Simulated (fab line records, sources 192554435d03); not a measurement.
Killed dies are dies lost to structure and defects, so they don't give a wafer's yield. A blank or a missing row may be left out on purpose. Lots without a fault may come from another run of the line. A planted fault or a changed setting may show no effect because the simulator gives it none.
Chamber matching | flow n5_finfet | N5_BEOL_M14_ILD_DEP_00 on pecvd-01: 3 sister chambers
The step deposits SiO2 from TEOS/O2, target thk 1119.3 nm, time 237.4 s. 6 wafers are shown with their chamber, then 8 later ones without.

WAFERS WITH THEIR CHAMBER
wafer  | chamber | throttle_valve_pct (%) | showerhead_plenum_p_Torr (Torr)
L076.3 | 0       | 17.0                   | 8.41
L077.4 | 0       | 16.8                   | 8.41
L079.1 | 1       | 19.1                   | 8.33
L079.4 | 2       | 18.3                   | 8.29
L079.6 | 1       | 19.0                   | 8.31
L086.1 | 2       | 18.1                   | 8.31

WAFERS WITHOUT THEIR CHAMBER
wafer  | throttle_valve_pct (%) | showerhead_plenum_p_Torr (Torr)
L086.2 | 17.2                   | 8.42
L086.4 | 16.9                   | 8.42
L087.1 | 19.3                   | 8.34
L087.5 | 19.3                   | 8.32
L087.6 | 18.4                   | 8.30
L093.2 | 17.0                   | 8.41
L093.3 | 18.4                   | 8.31
L093.5 | 19.2                   | 8.32

WHICH CHAMBER EACH WENT THROUGH
wafer  | from the rows above | in truth
L086.2 | 0                   | 0
L086.4 | 0                   | 0
L087.1 | 1                   | 1
L087.5 | 1                   | 1
L087.6 | 2                   | 2
L093.2 | 0                   | 0
L093.3 | 2                   | 2
L093.5 | 1                   | 1
Placed correctly: 8 of 8. Can't be placed from these rows: 0. Placed wrongly: 0.
How it was worked out, from the rows above alone: a wafer's distance from a chamber is the root of the sum, over the readings, of the square of ((its reading less the chamber's mean) divided by the reading's scatter). The wafer belongs to the nearest chamber; if the next one is less than 2 further off, it can't be placed. A chamber's mean is the mean of its shown wafers. The scatter: the root of (the sum of the squares of (reading less its chamber's mean) over the shown wafers, divided by (wafers less chambers)).
